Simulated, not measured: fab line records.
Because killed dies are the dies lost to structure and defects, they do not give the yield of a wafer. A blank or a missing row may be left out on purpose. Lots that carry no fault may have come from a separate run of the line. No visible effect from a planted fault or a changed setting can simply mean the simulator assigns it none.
Struck lot and sound lot, side by side || flow nand_harc || 38 out of 1302 route steps
Sound: wafers L922.1, L922.2, L922.4. Wafers L930.1, L930.3, L930.4 were the ones struck. The cause is given at the end.
Per side, at each step with rows, come the tool, then ch with its chambers, and then its first start. Under that, the readings that differ: sound wafers || struck wafers || difference of the means || sigmas: that difference in standard deviations of wafers without a fault.
alike: readings with means less than 2 such deviations apart, plus words and numbers identical on both sides. not compared: withheld readings, readings lacking a value on some wafer, bounds such as >300 that could conceal the same value, and numbers that have no deviation in the record and whose values overlap.
The two part at a step that has a row with sigmas, a row that says differs or no value, or rows on one side only. Numbers that have no deviation but don't overlap get no sigmas and don't part them. A reading that every wafer of one side lacks parts them only if that side has two wafers or more.

first, 2 steps without rows for these wafers: NHARC_A_SOURCE_PLATE_CVD_03 (deposits poly-Si, target thk 200 nm, time 4000 s); NHARC_A_SOURCE_PLATE_ANNEAL_05 (time 1800 s).
NHARC_A_SOURCE_PLATE_THK_MEAS_06: measures by ellipsometry.
  sound on film_metro-02 at day 9 19:41; struck on film_metro-01 at day 13 01:31
  alike: thk_nm
NHARC_A_SOURCE_PLATE_INSPECT_08:
  sound on defect_inspect-01 at day 9 19:47; struck on defect_inspect-02 at day 13 01:35
  alike: raw_defect_count
then, 1 step without rows for these wafers: NHARC_A_ONON_D1_DEP_00 (target thk 1000 nm).
NHARC_A_ONON_D1_THK_MEAS_02: measures by ellipsometry.
  sound on film_metro-01 at day 9 20:22; struck on film_metro-01 at day 13 02:10
  alike: thk_nm
then, 1 step without rows for these wafers: NHARC_A_ONON_D1_DEP_03 (target thk 1000 nm).
NHARC_A_ONON_D1_THK_MEAS_05: measures by ellipsometry.
  sound on film_metro-02 at day 9 20:56; struck on film_metro-01 at day 13 02:44
  alike: thk_nm
then, 1 step without rows for these wafers: NHARC_A_ONON_D1_DEP_06 (target thk 1000 nm).
NHARC_A_ONON_D1_THK_MEAS_08: measures by ellipsometry.
  sound on film_metro-01 at day 9 21:31; struck on film_metro-02 at day 13 03:18
{"reading": "thk_nm (nm)", "sound": "1013 1010 1012", "struck": "988 988 988", "difference": -24, "sigmas": -2}
NHARC_A_ONON_D1_DEP_09: target thk 1000 nm.
  sound on pecvd_onon-04 ch 0, day 9 21:34; struck on pecvd_onon-01 ch 0, day 13 03:22
NHARC_A_ONON_D1_THK_MEAS_11: measures by ellipsometry.
  sound on film_metro-02 at day 9 22:04; struck on film_metro-01 at day 13 03:52
  alike: thk_nm
then, 1 step without rows for these wafers: NHARC_A_ONON_D1_DEP_12 (target thk 1000 nm).
NHARC_A_ONON_D1_THK_MEAS_14: measures by ellipsometry.
  sound on film_metro-02 at day 9 22:38; struck on film_metro-01 at day 13 04:26
  alike: thk_nm
then, 2 steps without rows for these wafers: NHARC_A_ONON_D1_ANNEAL_15 (time 3600 s); NHARC_A_ONON_D1_DEP_16 (target thk 1000 nm).
NHARC_A_ONON_D1_THK_MEAS_18: measures by ellipsometry.
  sound on film_metro-02 at day 10 06:37; struck on film_metro-01 at day 13 12:16
  alike: thk_nm
then, 1 step without rows for these wafers: NHARC_A_ONON_D1_DEP_19 (target thk 1000 nm).
NHARC_A_ONON_D1_THK_MEAS_21: measures by ellipsometry.
  sound on film_metro-01 at day 10 07:11; struck on film_metro-01 at day 13 12:50
  alike: thk_nm
then, 1 step without rows for these wafers: NHARC_A_ONON_D1_DEP_22 (target thk 1000 nm).
NHARC_A_ONON_D1_THK_MEAS_24: measures by ellipsometry.
  sound on film_metro-02 at day 10 07:45; struck on film_metro-02 at day 13 13:24
  alike: thk_nm
then, 1 step without rows for these wafers: NHARC_A_ONON_D1_DEP_25 (target thk 1000 nm).
NHARC_A_ONON_D1_THK_MEAS_27: measures by ellipsometry.
  sound on film_metro-02 at day 10 08:19; struck on film_metro-02 at day 13 13:58
  alike: thk_nm
then, 1 step without rows for these wafers: NHARC_A_ONON_D1_DEP_28 (target thk 1000 nm).
NHARC_A_ONON_D1_THK_MEAS_30: measures by ellipsometry.
  sound on film_metro-02 at day 10 08:53; struck on film_metro-01 at day 13 14:32
  alike: thk_nm
NHARC_A_ONON_D1_DEP_33: deposits SiO2, target thk 200 nm.
  sound on pecvd-04 ch 0,1, day 10 08:59; struck on pecvd-02 ch 1,2, day 13 14:38
{"reading": "heater_power_w (W)", "sound": "510 338 350", "struck": "572 735 748", "difference": "+286", "sigmas": "+2"}
  alike: throttle_valve_pct
NHARC_A_ONON_D1_THK_MEAS_34: measures by ellipsometry.
  sound on film_metro-01 at day 10 09:21; struck on film_metro-02 at day 13 14:59
  alike: thk_nm
NHARC_A_CHANNEL_HOLE_D1_DEP_00: deposits aC, target thk 3100 nm.
  sound on acl_dep-01 ch 0, day 10 12:02; struck on acl_dep-02 ch 0, day 13 22:05
  alike: throttle_valve_pct
NHARC_A_CHANNEL_HOLE_D1_DEP_01: deposits SiON, target thk 140 nm.
  sound on pecvd-04 ch 0,2, day 10 13:58; struck on pecvd-03 ch 0,2, day 14 00:08
  alike: heater_power_w
then, 8 steps without rows for these wafers: NHARC_A_CHANNEL_HOLE_D1_DEHYDRATE_02 (time 120 s); NHARC_A_CHANNEL_HOLE_D1_HMDS_03 (time 30 s); NHARC_A_CHANNEL_HOLE_D1_COAT_36 (time 75 s); NHARC_A_CHANNEL_HOLE_D1_COAT_37 (time 65 s); NHARC_A_CHANNEL_HOLE_D1_COAT_04 (resist thk 90 nm); NHARC_A_CHANNEL_HOLE_D1_SOFTBAKE_05 (time 55 s); NHARC_A_CHANNEL_HOLE_D1_EBR_06; NHARC_A_CHANNEL_HOLE_D1_EXPOSE_07 (exposes mask HOLE D1, target cd 100 nm).
-- record jumps: 16 days between struck wafers' starts before vs after; left off in module A_CHANNEL_HOLE_D1, resumes in module END, first step shown is number 1302 of the route --
NHARC_END_SORT_01:
  only the struck wafers appear in the record here, on prober-02 ch 0 at day 30 01:35; the sound ones have no rows

## WHERE THEY PART
Earliest at NHARC_A_ONON_D1_THK_MEAS_08; latest, in this record, at NHARC_END_SORT_01.

WHY: what the simulator had put in
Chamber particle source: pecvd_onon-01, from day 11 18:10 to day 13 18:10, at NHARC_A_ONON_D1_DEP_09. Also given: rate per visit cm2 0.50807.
